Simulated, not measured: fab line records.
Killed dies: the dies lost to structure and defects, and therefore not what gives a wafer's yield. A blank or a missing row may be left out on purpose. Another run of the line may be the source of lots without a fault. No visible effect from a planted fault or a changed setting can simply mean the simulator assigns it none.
One fault through the eyes of 3 desks + flow n5 finfet + each desk holds nothing but its own numbers, with what lay behind them at the end
Where a reading is given only as a bound, like >300, the bound stands for it, and a mean or a difference that rests on one is marked > or <: the true number lies beyond.

THE DEFECT DESK
What the inspections along the route counted, lot by lot: means of the sampled wafers that have a number. If a lot's mean is further than 4 standard deviations from the usual mean, the lot is out of limits and carries the mark OUT (the distance appears in the brackets).
Columns: A = raw defect count at N5_ZERO_LAYER_INSPECT_20, usual 39; B = raw defect count at N5_WELL_APT_INSPECT_10, usual 1.9; C = raw defect count at N5_WELL_APT_INSPECT_38, usual 12
| lot  | first seen here | A              | B               | C             |
|------|-----------------|----------------|-----------------|---------------|
| L291 | day 1 13:33     | 33             | 1.3             | 11            |
| L293 | day 2 01:16     | 36             | 1.7             | 8             |
| L294 | day 2 07:15     | 32             | 2.0             | 8             |
| L295 | day 2 13:47     | 41             | 1.7             | 16            |
| L300 | day 3 19:16     | 27             | 1.0             | 11            |
| L305 | day 5 02:01     | 189 (+9.4) OUT | >102 (>+72) OUT | 173 (+36) OUT |
| L306 | day 5 07:16     | 44             | 1.3             | 12            |
| L311 | day 6 13:57     | 28             | 2.3             | 13            |
| L312 | day 6 19:29     | 37             | 1.3             | 15            |
This desk's finding: out of limits on L305; first on L305, day 5 02:01 (raw defect count at N5_ZERO_LAYER_INSPECT_20). In limits: L291, L293, L294, L295, L300, L306, L311, L312.

TOOL OWNER'S DESK, pecvd-04
The tool's own readings at N5_ZERO_LAYER_PECVD_02 (deposits SiO2 from SiH4/N2O, target thk 10 nm, time 6 s): means of the sampled wafers that have a number, for each lot that ran on this tool. If a lot's mean is further than 4 standard deviations from the usual mean, the lot is out of limits and carries the mark OUT (the distance appears in the brackets).
Columns: A = heater power w at N5_ZERO_LAYER_PECVD_02, usual 780 W; B = showerhead plenum p Torr at N5_ZERO_LAYER_PECVD_02, usual 8.17 Torr
| lot  | first seen here | A   | B    |
|------|-----------------|-----|------|
| L291 | day 1 12:17     | 810 | 8.28 |
| L300 | day 3 18:17     | 727 | 8.25 |
| L305 | day 5 00:17     | 717 | 8.25 |
This desk's verdict: no lot among the 3 shows anything out of limits.

THE METROLOGY DESK
Lot by lot, what the gauges showed, no matter which tool ran the lot: averages of those sampled wafers that carry a number. If a lot's mean is further than 4 standard deviations from the usual mean, the lot is out of limits and carries the mark OUT (the distance appears in the brackets). Of its 11 readings 7 are shown: those that lie furthest out on some lot.
Columns: A = cd nm at N5_WELL_APT_CD_MEAS_08, usual 199.0 nm; B = IOFF_N at N5_BEOL_M4_RC_MEAS_101, usual 0.15 nA/um; C = IOFF_P at N5_BEOL_M4_RC_MEAS_101, usual 0.21 nA/um; D = ION_N at N5_BEOL_M4_RC_MEAS_101, usual 672 uA/um; E = ION_P at N5_BEOL_M4_RC_MEAS_101, usual 462 uA/um; F = VT_N at N5_BEOL_M4_RC_MEAS_101, usual 250 mV; G = VT_P at N5_BEOL_M4_RC_MEAS_101, usual -250 mV
| lot  | first seen here | A     | B    | C    | D   | E   | F   | G    |
|------|-----------------|-------|------|------|-----|-----|-----|------|
| L291 | day 1 13:51     | 200.5 | 0.14 | 0.20 | 664 | 458 | 252 | -251 |
| L293 | day 2 01:34     | 201.6 | 0.11 | 0.14 | 647 | 444 | 257 | -258 |
| L294 | day 2 07:34     | 198.7 | 0.14 | 0.19 | 666 | 458 | 252 | -251 |
| L295 | day 2 14:06     | 198.9 | 0.15 | 0.21 | 664 | 460 | 252 | -250 |
| L300 | day 3 19:42     | 197.1 | 0.15 | 0.22 | 665 | 458 | 252 | -250 |
| L305 | day 5 02:27     | 200.8 | 0.14 | 0.19 | 675 | 462 | 251 | -253 |
| L306 | day 5 07:41     | 202.2 | 0.21 | 0.26 | 682 | 468 | 247 | -245 |
| L311 | day 6 14:23     | 197.9 | 0.17 | 0.24 | 682 | 471 | 246 | -247 |
| L312 | day 6 19:55     | 197.7 | 0.15 | 0.21 | 667 | 457 | 251 | -249 |
This desk's verdict: no lot among the 9 shows anything out of limits.

ALL TOGETHER
The defect desk could have raised an alarm at day 5 02:01, on L305.
The tool owner's desk saw nothing out of limits.
From the metrology desk's view, nothing was out of limits.
Tool owner's desk: L305 on record, inside its limits.
The metrology desk has L305 on record, within its limits.
N5_ZERO_LAYER_PECVD_02 was run on pecvd-04 by each of the lots named.

WHAT THE SIMULATOR PUT IN
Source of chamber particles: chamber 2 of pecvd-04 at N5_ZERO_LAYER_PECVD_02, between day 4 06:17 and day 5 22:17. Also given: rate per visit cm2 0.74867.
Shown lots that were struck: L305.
Hours from the fault's start to each desk's first reading out of limits: the defect desk, 20.
